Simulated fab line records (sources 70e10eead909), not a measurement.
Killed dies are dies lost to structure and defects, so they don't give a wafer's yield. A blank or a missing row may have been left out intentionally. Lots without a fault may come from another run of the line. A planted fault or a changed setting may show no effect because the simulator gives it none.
A lot that was struck, set against a sound lot || flow nand-harc || 14 out of 1302 route steps
Sound: these wafers, L285.1, L285.2, L285.3. Struck: wafer L297.6 (left out: L297.1, L297.3 of the same lot, which were not struck); the cause appears at the end.
For every step that has rows: the tool of each side, followed by ch and its chambers, followed by its first start. Under that, the readings that differ: sound wafers || struck wafers || difference of the means || sigmas: that difference in standard deviations of wafers without a fault.
alike: a reading whose means differ by less than 2 such deviations, as well as words and numbers matching on both sides. not compared: withheld readings; readings where some wafer has no value; bounds like >300 that might hide an equal value; numbers whose values overlap and for which the record gives no deviation.
The two part at a step that has a row with sigmas, a row that says differs or no value, or rows on one side only. Numbers that have no deviation but don't overlap get no sigmas and don't part them. Lack of a reading on every wafer of one side parts them only where that side has two or more wafers.

first, 4 steps without rows for these wafers: NHARC_P_GATE_EBR_22; NHARC_P_GATE_EXPOSE_23 (exposes mask P GATE, target cd 120 nm); NHARC_P_GATE_PEB_24 (peb time 65 s); NHARC_P_GATE_DEVELOP_25 (develop time 35 s).
NHARC_P_GATE_CD_MEAS_26 targets a cd of 120 nm.
  sound on cd-sem-02 ch 0, day 6 14:02; struck on cd-sem-03 ch 0, day 12 01:45
  alike: cd-nm
NHARC_P_GATE_OVL_MEAS_27:
  sound on overlay-01 at day 6 14:07; struck on overlay-01 at day 12 01:50
  alike: overlay-x-nm, overlay-y-nm
NHARC_P_GATE_INSPECT_28:
  sound on defect-inspect-02 at day 6 14:09; struck on defect-inspect-02 at day 12 01:53
  alike: raw-defect-count
NHARC_P_GATE_DESCUM_31: chemistry O2, time 3 s.
  sound on rie-diel-08 ch 0,2,3, day 6 14:13; struck on rie-diel-05 ch 2, day 12 01:56
{"reading": "drypump-motor-current-A (A)", "sound": "4.8 5.9 5.4", "struck": 6.3, "difference": "+0.9", "sigmas": "+2"}
  alike: oes-product-au, rf-vpp-V, showerhead-plenum-p-Torr, throttle-valve-pct
  not compared: rf-hours-counter-h
NHARC_P_GATE_ETCH_104: etches the open film in CF4/CHF3, target depth 60 nm.
  sound on rie-diel-08 ch 0,1,2, day 6 14:18; struck on rie-diel-05 ch 1, day 12 02:02
  alike: drypump-motor-current-A, oes-product-au, rf-vpp-V, showerhead-plenum-p-Torr, throttle-valve-pct
NHARC_P_GATE_HM_OPEN_105: chemistry O2/COS, target depth 360 nm.
  sound: rie-diel-08 ch 0,1,2; struck: rie-diel-05 ch 2
{"reading": "drypump-motor-current-A (A)", "sound": "5.9 5.4 4.9", "struck": 6.3, "difference": "+0.9", "sigmas": "+2"}
  alike: oes-product-au, rf-vpp-V, showerhead-plenum-p-Torr, throttle-valve-pct
  not compared: rf-hours-counter-h
then, 1 step without rows for these wafers: NHARC_P_GATE_STRIP_106 (strips in O2/COS).
NHARC_P_GATE_ETCH_114: etches the open film in CF4/O2, target depth 30 nm, overetch 3 nm, time 16.5 s.
  sound: rie-diel-08 ch 1,2,3; struck: rie-diel-05 ch 3
  alike: drypump-motor-current-A, oes-product-au, rf-vpp-V, showerhead-plenum-p-Torr, throttle-valve-pct
  not compared: rf-hours-counter-h
NHARC_P_GATE_ETCH_32: etches the open film in HBr/Cl2, target depth 150 nm, time 100.1 s.
  sound on rie-si-03 ch 0,1,3, day 6 14:41; struck on rie-si-03 ch 2, day 12 02:24
{"reading": "mfc-cl2-sccm (sccm)", "sound": "50.06 50.27 50.18", "struck": 39.95, "difference": -10.22, "sigmas": -64}
{"reading": "throttle-valve-pct (%)", "sound": "26.392 26.421 26.419", "struck": 25.793, "difference": -0.618, "sigmas": -66}
  alike: drypump-motor-current-A, oes-product-au
  not compared: rf-hours-counter-h
NHARC_P_GATE_STRIP_108: strips in O2.
  sound on rie-diel-08 ch 0,2,3, day 6 14:51; struck on rie-diel-07 ch 1, day 12 02:35
{"reading": "throttle-valve-pct (%)", "sound": "17.039 17.041 17.042", "struck": 17.019, "difference": -0.022, "sigmas": -2}
  alike: drypump-motor-current-A, oes-product-au, rf-vpp-V, showerhead-plenum-p-Torr
  not compared: rf-hours-counter-h

## WHERE THEY PART
Last at NHARC_P_GATE_STRIP_108 as far as this record goes, first at NHARC_P_GATE_DESCUM_31.

WHY: what the simulator had put in
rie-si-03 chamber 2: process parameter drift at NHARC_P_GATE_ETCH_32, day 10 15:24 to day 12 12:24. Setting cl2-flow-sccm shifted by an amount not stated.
